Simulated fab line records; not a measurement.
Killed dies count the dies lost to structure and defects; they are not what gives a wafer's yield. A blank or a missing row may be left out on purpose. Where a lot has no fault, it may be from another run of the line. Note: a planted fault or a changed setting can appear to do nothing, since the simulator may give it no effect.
fab line records	flow n5_finfet
[record] lots = 4	wafers = 12	last_day = 17
route steps=1938 shown PMOS_HMC_CHANNEL_EPI@62 FIN_SAQP@90 BEOL_M4@1111 PASSIVATION@1936
lots that met no fault: taken from a fault-free run of the same line
start_h: start of the lot's first displayed wafer, in hours after the record's first day	wait_h: hours from the lot's prior step to this one	" identical to the entry in the row above	L1.1+2: a single row standing in for several wafers	- either no value or no given start	* or withheld: withheld	< > ~ a bound
route shown NAME@n: names a module that has steps shown in the file, with the first one's number in the route	usual: the fault-free wafers' mean and standard deviation	same: alike in all rows	chamber/n: place in a boat	sites: readings site by site	_std_site: their standard deviation	_edge_site: the outer-site mean with the inner-site mean subtracted	radius_mm: how far each site lies from the wafer's centre	mask NAME#n: copy n	behind: the tool/chamber that last shaped the wafer	hold: the reason the lot was held/the length of the hold in hours/how it ended	device: which transistor (n, p or np) failed to switch	end of line: tests run on the same wafers once the route is complete	for a step that has no rows: nothing shown but its recipe	killed: dies that structure and defects cost at the first sort, which is not the same as the wafer's yield	map: per-die view of a wafer (x killed, . not killed, _ where there is no die)
set.NAME: the setting as run; set.NAME@STEP: as run at that earlier step	model.NAME: the simulator's own value behind a step, which no gauge read
lots seen at some steps along the route; tables by step, rows by wafer
services: when a tool's chamber went out of use (start_h, in hours from the record's first day, below 0 if earlier), for how many hours, and the reason
[[steps]]
[step N5_PMOS_HMC_CHANNEL_EPI_EXPOSE_06]
[recipe] mask_id = PMOS_HMC_BLK	na = 1.35	source_shape = conventional	sigma_outer = 0.8	polarization = unpolarized	target_cd_nm = 240	dose_mj = 41
[step N5_PMOS_HMC_CHANNEL_EPI_PEB_07]
[recipe] peb_temp_c = 110	peb_time_s = 60	resist = CAR-ArF-block
[step N5_PMOS_HMC_CHANNEL_EPI_DEVELOP_08]
[recipe] develop_time_s = 30	developer = TMAH	resist = CAR-ArF-block	dev_temp_c = 23	rinse_liquid = diw	dry = air_spin
[step N5_PMOS_HMC_CHANNEL_EPI_DESCUM_14]
[recipe] chemistry = O2	time_s = 7.9	source_power_w = 50	bias_power_w = 20	pressure_mtorr = 20	rf_frequency_hz = 2.712e+07	temp_c = 40	resist = CAR-ArF-block	o2_flow_sccm = 225
[step N5_PMOS_HMC_CHANNEL_EPI_ETCH_32]
[recipe] chemistry = N2/H2	target = BARC	stop_on = SiO2	target_depth_a = 858	over_etch_frac = 0.3	time_s = 50.3	ion_energy_ev = 200	mask_material = CAR-ArF-block	pressure_mtorr = 30	source_w = 840	bias_w = 150	n2_flow_sccm = 200	h2_flow_sccm = 200
[step N5_PMOS_HMC_CHANNEL_EPI_HM_OPEN_15]
[recipe] chemistry = CHF3/O2	target = SiO2	mask_material = CAR-ArF-block	target_depth_a = 406	CHF3_flow_sccm = 50	O2_flow_sccm = 5	Ar_flow_sccm = 200	time_s = 20.3	pressure_mtorr = 30	source_w = 650	bias_w = 170	ion_energy_ev = 200
[step N5_PMOS_HMC_CHANNEL_EPI_STRIP_33]
[recipe] chemistry = N2/H2	power_w = 500	temp_c = 40	pressure_mtorr = 50	rf_frequency_hz = 6e+07	overash_fraction = 0.3	bias_power_w = 8	h2_frac = 0.5	n2_flow_sccm = 300	h2_flow_sccm = 300
[step N5_PMOS_HMC_CHANNEL_EPI_STRIP_17]
[recipe] chemistry = SPM	time_s = 750	temp_c = 130	h2so4_h2o2_vol_ratio = 4	dry = ipa_marangoni
[step N5_PMOS_HMC_CHANNEL_EPI_ETCH_38]
[recipe] chemistry = CF4	target = SiO2	target_depth_a = 15	ion_energy_ev = 350	pressure_mtorr = 10	icp_w = 800	bias_w = 400	cf4_flow_sccm = 80
[step N5_PMOS_HMC_CHANNEL_EPI_FIN_RECESS_16]
[recipe] chemistry = HBr/Cl2	target = Si	mask_material = SiO2	target_depth_a = 540	time_s = 18	pressure_mtorr = 10	icp_w = 800	bias_w = 75	HBr_flow_sccm = 150	Cl2_flow_sccm = 80
[usual] drypump_motor_current_A = 5.7/0.53	oes_product_au = 0.996/0.02	throttle_valve_pct = 35.6/0.55
lot.wafer	tool	chamber	start_h	wait_h	drypump_motor_current_A	oes_product_au	rf_hours_counter_h	throttle_valve_pct	model.PMOS_HMC_CHANNEL_EPI.feature_depth_nm	model.etch.depth_nm
L408.1	rie_si-03	0	26.02	0.0	5.9	1.019	49	34.8	54.76	54.76
L408.2	"	3	"	"	5.0	0.979	54	35.0	52.2	52.2
L408.5	"	0	"	"	6.0	1.012	-	34.8	54.45	54.45
L423.1	rie_si-03	2	114.00	0.0	6.5	0.849	105	35.0	42.68	42.68
L423.2	"	1	"	"	5.6	0.956	8	35.8	51.03	51.03
L423.3	"	0	"	"	5.9	1.006	50	34.8	54.27	54.27
L426.2	rie_si-06	1	132.23	0.0	5.9	1.000	121	35.3	53.5	53.5
L426.3	"	0	"	"	4.8	0.960	19	36.4	50.97	50.97
L426.4	"	2	"	"	6.1	0.993	74	36.2	53.34	53.34
L430.1	rie_si-03	1	156.42	0.0	5.6	0.846	9	36.0	40.95	40.95
L430.5	"	1	"	"	5.6	0.835	-	36.0	40.85	40.85
L430.6	"	3	"	"	5.0	1.001	-	35.0	53.58	53.58
[step N5_PMOS_HMC_CHANNEL_EPI_PRECLEAN_36]
[recipe] chemistry = O3/DIW	time_s = 45	temp_c = 22	o3_ppm = 10
[step N5_PMOS_HMC_CHANNEL_EPI_PRECLEAN_18]
[recipe] chemistry = DHF	time_s = 30	temp_c = 25	dilution = withheld
[step N5_PMOS_HMC_CHANNEL_EPI_SRD_19]
[recipe] dry = ipa_marangoni	do_ppb = 5	time_s = 30	temp_c = 23	rinse_liquid = diw
[step N5_PMOS_HMC_CHANNEL_EPI_EPI_20]
[recipe] material = SiGe30	mask_material = SiO2	pressure_torr = 20	target_thk_a = 590	temp_c = 600
[step N5_PMOS_HMC_CHANNEL_EPI_HM_STRIP_35]
[recipe] chemistry = dHF	temp_c = 25	material = SiO2	target = SiO2	target_depth_a = 396	time_s = 216
[step N5_PMOS_HMC_CHANNEL_EPI_SRD_39]
[recipe] dry = ipa_marangoni	time_s = 30	temp_c = 23	rinse_liquid = diw
[step N5_PMOS_HMC_CHANNEL_EPI_CMP_21]
[recipe] material = SiGe30	post_cmp_clean = alkaline_brush	target_thk_nm = 54
[step N5_PMOS_HMC_CHANNEL_EPI_THK_MEAS_22]
[recipe] reads = SiGe30_of_PMOS_HMC_CHANNEL_EPI_EPI_20
[usual] HMC_CMP_THK = 54.0/1.2
lot.wafer	tool	chamber	start_h	wait_h	HMC_CMP_THK[nm]
L408.1	film_metro-01	-	27.82	-	54.7
L408.2	"	-	"	"	52.3
L408.5	"	-	"	"	54.4
L423.1	film_metro-01	-	115.80	-	42.9
L423.2	"	-	"	"	51.2
L423.3	"	-	"	"	54.3
L426.2	film_metro-02	-	134.03	-	53.7
L426.3	"	-	"	"	51.0
L426.4	"	-	"	"	53.0
L430.1	film_metro-01	-	158.22	-	41.0
L430.5	"	-	"	"	40.9
L430.6	"	-	"	"	53.7
[step N5_PMOS_HMC_CHANNEL_EPI_PRECLEAN_40]
[recipe] chemistry = DHF	time_s = 30	temp_c = 25	dilution = withheld
[step N5_PMOS_HMC_CHANNEL_EPI_PRECLEAN_37]
[recipe] chemistry = O3/DIW	time_s = 45	temp_c = 22	o3_ppm = 10
[step N5_PMOS_HMC_CHANNEL_EPI_PRECLEAN_24]
[recipe] chemistry = DHF	time_s = 30	temp_c = 25	dilution = withheld
[step N5_PMOS_HMC_CHANNEL_EPI_SRD_25]
[recipe] dry = ipa_marangoni	do_ppb = 5	time_s = 30	temp_c = 23	rinse_liquid = diw
[step N5_PMOS_HMC_CHANNEL_EPI_EPI_26]
[recipe] material = Si	target_thk_a = 38	temp_c = 650	precursor = SiH4/H2	pressure_torr = 20	time_s = 22.7
[step N5_FIN_SAQP_PRECLEAN_42]
[recipe] chemistry = O3/DIW	time_s = 60	temp_c = 22	o3_ppm = 10
[step N5_FIN_SAQP_PRECLEAN_00]
[recipe] chemistry = SC1	time_s = 60	temp_c = 55	mix = 1:2:50
[step N5_FIN_SAQP_PRECLEAN_44]
[recipe] chemistry = SC2	time_s = 45	temp_c = 35	mix = 1:1:50
[step N5_FIN_SAQP_SRD_01]
[recipe] dry = ipa_marangoni	time_s = 30	temp_c = 23	rinse_liquid = diw
[step N5_FIN_SAQP_ALD_61]
[recipe] material = SiO2	target_thk_a = 40	temp_c = 300	ald_precursor_family = BDEAS	ald_co_reactant = O2-plasma	pulse_time_s = 1	purge_time_s = 2	co_reactant_purge_time_s = 2	ald_cycles = 43	pressure_torr = 2
[step N5_FIN_SAQP_DENSIFY_62]
[recipe] temp_c = 700	time_s = 60	ambient = N2	idle_temp_c = 600	ramp_up_c_per_s = 150	ramp_down_c_per_s = 60	cool_to_c = 600
[step N5_FIN_SAQP_HM_DEP_03]
[recipe] material = SiNx	target_thk_a = 380	temp_c = 400	precursor = SiH4/NH3/N2	pressure_torr = 1.5	rf_w = 300	time_s = 33.6
[step N5_FIN_SAQP_PECVD_47]
[recipe] material = a-Si	target_thk_a = 450	temp_c = 400	precursor = SiH4/He	pressure_torr = 3	rf_w = 100	time_s = 36.3
[step N5_FIN_SAQP_PECVD_48]
[recipe] material = SiNx	target_thk_a = 250	temp_c = 400	precursor = SiH4/NH3/N2	pressure_torr = 1.5	rf_w = 300	time_s = 22.1
[step N5_FIN_SAQP_PECVD_06]
[recipe] material = a-Si	target_thk_a = 600	temp_c = 400	precursor = SiH4/He	pressure_torr = 3	rf_w = 100	time_s = 48.1
[step N5_FIN_SAQP_HM_DEP_72]
[recipe] material = SiO2	target_thk_a = 120	temp_c = 400	precursor = SiH4/N2O	pressure_torr = 0.75	rf_w = 275	time_s = 7.2
[step N5_FIN_SAQP_COAT_49]
[recipe] resist = SOC	temp_c = 250	time_s = 60	spin_rpm = 1500	resist_thk_nm = 100
[step N5_BEOL_M4_RC_MEAS_101]
[usual] DIBL_N = 36.7/2.4	DIBL_P = 37.4/2.9	IOFF_N = 0.18/0.05	IOFF_P = 0.23/0.058	ION_N = 683/16	ION_P = 467/11	SS_N = 71.7/0.77	SS_P = 73.5/0.87	VT_N = 249/4.3	VT_P = -250/4.4
lot.wafer	tool	chamber	start_h	wait_h	DIBL_N[mV/V]	DIBL_P[mV/V]	IOFF_N[nA/um]	IOFF_P[nA/um]	ION_N[uA/um]	ION_P[uA/um]	SS_N[mV/dec]	SS_P[mV/dec]	VT_N[mV]	VT_P[mV]
L408.1	prober-02	0	175.90	0.0	35.7	34.7	0.15	0.18	672	462	71.4	72.3	250	-251
L408.2	"	0	"	"	36.2	37.0	0.16	0.21	692	474	71.0	73.2	249	-250
L408.5	"	0	"	"	30.8	30.5	0.09	0.13	675	468	69.7	71.3	257	-257
L423.1	prober-01	0	258.88	0.0	39.3	41.2	0.21	0.26	704	436	72.0	73.9	249	-250
L423.2	"	0	"	"	33.3	34.3	0.10	0.17	646	453	70.5	72.6	257	-253
L423.3	"	0	"	"	39.0	41.1	0.20	0.28	682	467	72.2	73.9	247	-249
L426.2	prober-01	0	278.30	0.2	32.3	32.5	0.12	0.17	680	467	70.5	72.4	251	-250
L426.3	"	0	"	"	36.7	37.5	0.19	0.24	672	453	72.3	73.9	246	-246
L426.4	"	0	"	"	36.2	38.1	0.20	0.26	699	479	72.0	73.8	244	-247
L430.1	prober-02	0	300.75	0.0	39.2	41.3	0.25	0.24	742	434	72.1	73.9	240	-249
L430.5	"	0	"	"	35.5	35.9	0.14	0.15	669	405	70.9	72.1	249	-258
L430.6	"	0	"	"	38.0	39.7	0.21	0.23	699	470	71.5	73.7	247	-252
[step N5_PASSIVATION_PROBE_49]
[usual] defect_limited_yield = 91.4/1.6	killed_at_M0_to_M3 = 31/11	killed_at_M4_up = 14/5.7	killed_at_contacts = 12/6	killed_at_front_end = 41/13	killed_at_other = 3.3/2.8	killed_dies = 101/19	killed_open = 67/14	killed_short = 33/8.2	sort_bin_5_function = 5.0/1.1	sort_bin_6_memory = 3.3/0.74	sort_bin_8_speed = 0.0/0.36	sort_n_pass = 1078/20	sort_yield_pct = 91.3/1.7
[same] gross_dies = 1180	killed_at_back_side = 0	sort_bin_4_leakage[%] = 0
lot.wafer	tool	chamber	start_h	wait_h	defect_limited_yield[%]	killed_at_M0_to_M3	killed_at_M4_up	killed_at_contacts	killed_at_front_end	killed_at_other	killed_dies	killed_open	killed_short	sort_bin_5_function[%]	sort_bin_6_memory[%]	sort_bin_8_speed[%]	sort_n_pass	sort_yield_pct[%]
L408.1	prober-02	-	278.19	0.0	91.4	31	13	7	48	3	102	57	42	5.3	3.1	0	1078	91.4
L408.2	prober-02	-	278.24	0.1	91.4	41	9	9	41	2	102	62	30	4.3	3.4	0.1	1078	91.4
L408.5	prober-02	-	278.39	0.2	91.1	27	18	7	47	6	105	68	36	5.3	3.3	0	1075	91.1
L423.1	prober-02	-	368.38	0.0	91.0	34	21	20	31	0	106	73	30	5.7	3.1	9.8	958	81.2
L423.2	prober-02	-	368.43	0.1	92.6	33	12	12	24	6	87	62	25	4.8	2.2	0	1093	92.6
L423.3	prober-02	-	368.48	0.1	91.9	24	19	17	35	1	96	72	24	4.7	3.4	0	1084	91.9
L426.2	prober-01	-	380.92	0.1	95.3	13	18	7	13	5	56	35	20	2.8	1.8	0	1124	95.3
L426.3	prober-01	-	380.97	0.1	91.9	27	17	16	29	6	95	57	38	5.2	2.6	0	1085	91.9
L426.4	prober-01	-	381.02	0.2	91.6	26	16	24	30	3	99	70	28	5.1	2.9	0	1081	91.6
L430.1	prober-01	-	417.12	0.0	92.2	20	15	23	33	1	92	57	34	4.4	3.1	7.5	999	84.7
L430.5	prober-01	-	417.32	0.2	90.0	25	17	17	51	8	118	79	37	5.8	4.0	89.8	2	0.2
L430.6	prober-01	-	417.37	0.3	88.7	32	26	12	57	6	133	90	43	5.4	5.6	0	1047	88.7
// killed by level:class
L408.1 STI_FIN_REVEAL:geometric_particle:open=11 GATE_CUT:geometric_particle:short=10 BEOL_M0:geometric_particle:short=9 BEOL_M4:geometric_particle:open=9 BEOL_M3:geometric_particle:open=8 MOL_CONTACT_COAG:geometric_particle:open=6 FIN_SAQP:geometric_particle:open=4 STI_FIN_REVEAL:geometric_particle:short=4
L408.2 STI_FIN_REVEAL:geometric_particle:open=17 BEOL_M0_SAQP:geometric_particle:short=12 BEOL_M0_SAQP:geometric_particle:open=12 MOL_CONTACT_COAG:geometric_particle:open=8 HKMG_FIN:area_etch=6 BEOL_M0:geometric_particle:short=5 BEOL_M0:geometric_particle:open=4 BEOL_M4:geometric_particle:open=4
L408.5 FIN_SAQP:geometric_particle:open=12 STI_FIN_REVEAL:geometric_particle:open=12 BEOL_M0_SAQP:geometric_particle:short=8 BEOL_M0_SAQP:geometric_particle:open=8 BEOL_M4:geometric_particle:open=7 MOL_CONTACT_COAG:geometric_particle:open=6 BEOL_M3:geometric_particle:open=5 GATE_CUT:geometric_particle:open=4
L423.1 BEOL_M4:geometric_particle:open=17 MOL_CONTACT_COAG:geometric_particle:open=16 DUMMY_GATE:geometric_particle:open=8 BEOL_M0_SAQP:geometric_particle:open=6 BEOL_M3:geometric_particle:open=6 BEOL_M1:geometric_particle:open=6 ILD0:geometric_particle:short=4 BEOL_M1:geometric_particle:short=4
L423.2 MOL_CONTACT_COAG:geometric_particle:open=9 BEOL_M3:geometric_particle:open=8 BEOL_M4:geometric_particle:open=8 BEOL_M0_SAQP:geometric_particle:short=7 STARTING-WAFER:geometric_particle:open=7 BEOL_M1:geometric_particle:open=5 BEOL_M2:geometric_particle:open=5 BEOL_M0_SAQP:geometric_particle:open=4
L423.3 MOL_CONTACT_COAG:geometric_particle:open=14 STI_FIN_REVEAL:geometric_particle:open=8 BEOL_M0_SAQP:geometric_particle:open=8 BEOL_M4:geometric_particle:open=7 FIN_SAQP:geometric_particle:short=6 DUMMY_GATE:geometric_particle:open=6 BEOL_M1:geometric_particle:open=5 BEOL_M5:geometric_particle:open=5
L426.2 BEOL_M5:geometric_particle:open=9 BEOL_M0_SAQP:geometric_particle:short=5 MOL_CONTACT_COAG:geometric_particle:open=4 BEOL_M3:geometric_particle:open=4 FIN_SAQP:geometric_particle:open=3 MOL_CONTACT_COAG:geometric_particle:short=3 BEOL_M4:geometric_particle:open=3 BEOL_M7:geometric_particle:open=3
L426.3 MOL_CONTACT_COAG:geometric_particle:open=9 STI_FIN_REVEAL:geometric_particle:open=8 MOL_CONTACT_COAG:geometric_particle:short=7 DUMMY_GATE:geometric_particle:open=6 BEOL_M2:geometric_particle:open=6 BEOL_M5:geometric_particle:open=6 BEOL_M0_SAQP:geometric_particle:open=5 BEOL_M3:geometric_particle:open=5
L426.4 MOL_CONTACT_COAG:geometric_particle:open=19 STI_FIN_REVEAL:geometric_particle:open=9 FIN_SAQP:geometric_particle:open=7 BEOL_M0_SAQP:geometric_particle:short=6 BEOL_M0_SAQP:geometric_particle:open=6 MOL_CONTACT_COAG:geometric_particle:short=5 BEOL_M4:geometric_particle:open=5 BEOL_M2:geometric_particle:open=4
L430.1 MOL_CONTACT_COAG:geometric_particle:open=16 FIN_SAQP:geometric_particle:open=8 MOL_CONTACT_COAG:geometric_particle:short=7 STARTING-WAFER:geometric_particle:short=6 BEOL_M4:geometric_particle:open=5 BEOL_M7:geometric_particle:open=5 BEOL_M1:geometric_particle:open=4 BEOL_M0_SAQP:geometric_particle:short=4
L430.5 MOL_CONTACT_COAG:geometric_particle:open=15 STI_FIN_REVEAL:geometric_particle:open=13 FIN_SAQP:geometric_particle:open=12 BEOL_M4:geometric_particle:open=10 BEOL_M0_SAQP:geometric_particle:short=8 FIN_SAQP:geometric_particle:short=6 STARTING-WAFER:geometric_particle:open=6 PASS1_CAP:geometric_particle:short=4
L430.6 FIN_SAQP:geometric_particle:open=18 MOL_CONTACT_COAG:geometric_particle:open=11 STI_FIN_REVEAL:geometric_particle:open=11 BEOL_M0_SAQP:geometric_particle:open=8 BEOL_M4:geometric_particle:open=7 FIN_SAQP:geometric_particle:short=6 BEOL_M0_SAQP:geometric_particle:short=6 BEOL_M4:geometric_particle:short=6
// map L423.1 (x killed, . not)
_________________............________________
______________....x............._____________
___________x......x............x...__________
__________.........................._________
________..x......x...............x...._______
_______........x.....x...............x.______
______...................x.............x_____
_____.......xx......x..x.................____
____.xx..x.....x...............x.....x....___
___.........x....................x.........__
___...x........x..............x............__
__.x..........x.........................x..._
__............x......x.....................x_
_.................x..x..x...xxx..............
_......x............x........................
_.....x.................x.....x...x..........
_.................x....x..xx.................
_...................................x.....x..
_...........x.......x..x.x...........x.x.....
_...x.....x..........x............x..........
_...........x...xx.......x...............x...
__.........................................._
__.....x..........x....x..x............x...x_
___......x..x..........x...................__
___........x.x......x...............x..x.x.__
____....x....xx..........x.....x..........___
_____.x........xx............x...........____
______x..........x.................x...._____
_______.x......x.......................______
________..............x.....x........._______
__________............x............._________
___________...xx........x....x.....__________
______________..x.x............._____________
_________________........x.x.________________
// map L430.6 (x killed, . not)
_________________........x...________________
______________.......xx........._____________
___________.x...........x....x.....__________
__________xx........................_________
________...x...............x.........._______
_______...............x...x............______
______......x.x..x..x.......x..........._____
_____........x.x............x..x...x.....____
____..............x.....xx................___
___......x...x.....x..............x..x.x...__
___..x.x.......x.........x............x..x.__
__....................x.....xxx..x........x._
__.....x.........x......xx........x........._
_...x.....x.x.............x.xx...............
_.....x...............x..............x.......
_..........x..x..............x.x........x....
_............x.........x..................x..
_............x...x.............x.....x.......
_x........................xx.............xx..
_......x......................xx.............
_x......x............x......x....xx.x........
__x..........x.......x.......x..x..........x_
__...x........x..................x.........._
___.x......x......x....x.x............x.x..__
___........x....x...x......x..x..x.x.......__
____...........................xx......x..___
_____...............................x....____
______.x........x..x.........x.........._____
_______..x...........x..x.....x........______
________........xx.x.............xx..._______
__________..xx.x.x............x....._________
___________...............x....x...__________
______________......x..........._____________
_________________....x.......________________
[[services]]
tool	chamber	start_h	hours	kind
rie_si-03	2	48.12	6.6	repair
rie_si-03	1	96.87	2.1	repair
rie_si-03	1	103.80	9.2	repair
rie_si-03	0	155.76	9.3	repair
[[key]]
[first_sign] step = N5_PMOS_HMC_CHANNEL_EPI_FIN_RECESS_16	reading = oes_product_au	direction = down	sigmas = 7.7	usual = 0.996	struck = 0.843
[effect] step = N5_PMOS_HMC_CHANNEL_EPI_THK_MEAS_22	reading = HMC_CMP_THK	direction = down	sigmas = 10	usual = 54.0	struck = 41.6
[effect] step = N5_BEOL_M4_RC_MEAS_101	reading = ION_P	direction = down	sigmas = 3.9	usual = 467	struck = 425
[effect] step = N5_PASSIVATION_PROBE_49	reading = sort_bin_8_speed	direction = up	sigmas = 99+	usual = 0.0	struck = 35.7
[model_effect] step = N5_PMOS_HMC_CHANNEL_EPI_FIN_RECESS_16	value = PMOS_HMC_CHANNEL_EPI.feature_depth_nm	without = 52.9	struck = 41.49
met_at N5_PMOS_HMC_CHANNEL_EPI_FIN_RECESS_16
struck_wafers L423.1,L430.1,L430.5
onset_between 26.02 114.00
[fault] kind = process_parameter_drift	tool = rie_si-03	chamber = -	onset_h = 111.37	steps = N5_PMOS_HMC_CHANNEL_EPI_FIN_RECESS_16	channel = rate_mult	offset = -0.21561	shape = step	end_h = 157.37	scope = struck_wafers_only
